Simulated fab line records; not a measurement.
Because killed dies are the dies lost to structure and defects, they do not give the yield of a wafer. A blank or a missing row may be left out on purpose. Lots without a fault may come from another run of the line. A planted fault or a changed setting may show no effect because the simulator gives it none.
Check of tool commonality + flow nand_harc + Sample size 8 lots and 24 wafers

WHAT PROMPTED THE OPENING
At NHARC_END_SORT_01 the reading killed_at_array is flagged on 3 of 8 lots. Wafers without a fault read 29, standard deviation 10.
Rule: flag the lot when none of its wafers has a number, or when each of its wafers that has one lies beyond 4 standard deviations from that mean. As for the other lots, they are considered sound.

| lot  | measured     | on        | killed_at_array, wafer by wafer | flag    |
|------|--------------|-----------|---------------------------------|---------|
| L357 | day 22 01:56 | prober-01 | 676 675 675                     | FLAGGED |
| L359 | day 22 02:04 | prober-02 | 673 677 675                     | FLAGGED |
| L358 | day 22 09:56 | prober-02 | 669 668 669                     | FLAGGED |
| L364 | day 24 06:42 | prober-01 | 15 12 6                         |         |
| L366 | day 24 14:30 | prober-02 | 47 29 32                        |         |
| L368 | day 24 22:14 | prober-02 | 41 43 25                        |         |
| L369 | day 25 01:55 | prober-01 | 21 23 27                        |         |
| L370 | day 25 08:32 | prober-02 | 34 53 34                        |         |
On average the flagged lots' numbers are 673, which is +644 against the usual, or +64 standard deviations.

EACH LOT AND THE TOOL IT RAN ON
Before the reading, the record contains 3 process steps out of a 1159-step route. Cell contents, in order: the tool; ch with the chambers the sampled wafers went through; the start.
| lot  | flag    | NHARC_A_CONTACT_DEP_57        | NHARC_A_CONTACT_ETCH_124             | NHARC_A_CONTACT_ETCH_125             |
|------|---------|-------------------------------|--------------------------------------|--------------------------------------|
| L357 | FLAGGED | acl_dep-01 ch 0, day 19 06:58 | har_cap_etch-01 ch 0,1, day 19 10:56 | har_cap_etch-01 ch 0,1, day 19 11:08 |
| L359 | FLAGGED | acl_dep-02 ch 0, day 19 08:16 | har_cap_etch-03 ch 0,1, day 19 12:01 | har_cap_etch-03 ch 0,1, day 19 12:13 |
| L358 | FLAGGED | acl_dep-03 ch 0, day 19 10:16 | har_cap_etch-01 ch 0,1, day 19 14:02 | har_cap_etch-01 ch 0,1, day 19 14:14 |
| L364 |         | acl_dep-03 ch 0, day 21 10:10 | har_cap_etch-02 ch 0,1, day 21 13:58 | har_cap_etch-02 ch 0,1, day 21 14:10 |
| L366 |         | acl_dep-02 ch 0, day 21 08:04 | har_cap_etch-03 ch 0,1, day 21 11:54 | har_cap_etch-03 ch 0,1, day 21 12:06 |
| L368 |         | acl_dep-03 ch 0, day 22 04:20 | har_cap_etch-03 ch 0,1, day 22 11:14 | har_cap_etch-03 ch 0,1, day 22 11:26 |
| L369 |         | acl_dep-03 ch 0, day 22 11:06 | har_cap_etch-02 ch 0,1, day 22 14:26 | har_cap_etch-02 ch 0,1, day 22 14:37 |
| L370 |         | acl_dep-03 ch 0, day 22 16:01 | har_cap_etch-03 ch 0,1, day 22 20:08 | har_cap_etch-03 ch 0,1, day 22 20:20 |
What the steps here do:
- NHARC_A_CONTACT_DEP_57: deposits aC, target thk 2800 nm.
- NHARC_A_CONTACT_ETCH_124: etches the open film in C4F8/O2/Ar, time 140 s, target depth 700 nm.
- NHARC_A_CONTACT_ETCH_125: etches the open film in C4F8/O2/Ar, time 155 s, target depth 956 nm.
- NHARC_END_SORT_01

FLAGGED AGAINST TOTAL, ONE TOOL AT A TIME (gauges that did the reading follow at the end)
| step                     | tool            | lots run | flagged | share of the flagged lots | sound lots run after its first flagged lot |
|--------------------------|-----------------|----------|---------|---------------------------|--------------------------------------------|
| NHARC_A_CONTACT_DEP_57   | acl_dep-01      | 1        | 1       | some                      | 0                                          |
| NHARC_A_CONTACT_DEP_57   | acl_dep-02      | 2        | 1       | some                      | 1 (L366)                                   |
| NHARC_A_CONTACT_DEP_57   | acl_dep-03      | 5        | 1       | some                      | 4 (L364,L368,L369,L370)                    |
| NHARC_A_CONTACT_ETCH_124 | har_cap_etch-01 | 2        | 2       | some                      | 0                                          |
| NHARC_A_CONTACT_ETCH_124 | har_cap_etch-02 | 2        | 0       | none                      | -                                          |
| NHARC_A_CONTACT_ETCH_124 | har_cap_etch-03 | 4        | 1       | some                      | 3 (L366,L368,L370)                         |
| NHARC_A_CONTACT_ETCH_125 | har_cap_etch-01 | 2        | 2       | some                      | 0                                          |
| NHARC_A_CONTACT_ETCH_125 | har_cap_etch-02 | 2        | 0       | none                      | -                                          |
| NHARC_A_CONTACT_ETCH_125 | har_cap_etch-03 | 4        | 1       | some                      | 3 (L366,L368,L370)                         |
| NHARC_END_SORT_01        | prober-01       | 3        | 1       | some                      | 2 (L364,L369)                              |
| NHARC_END_SORT_01        | prober-02       | 5        | 2       | some                      | 3 (L366,L368,L370)                         |

WHAT THE TABLE PERMITS
No row of the table ran every flagged lot.

WHAT HAD BEEN PUT IN BY THE SIMULATOR
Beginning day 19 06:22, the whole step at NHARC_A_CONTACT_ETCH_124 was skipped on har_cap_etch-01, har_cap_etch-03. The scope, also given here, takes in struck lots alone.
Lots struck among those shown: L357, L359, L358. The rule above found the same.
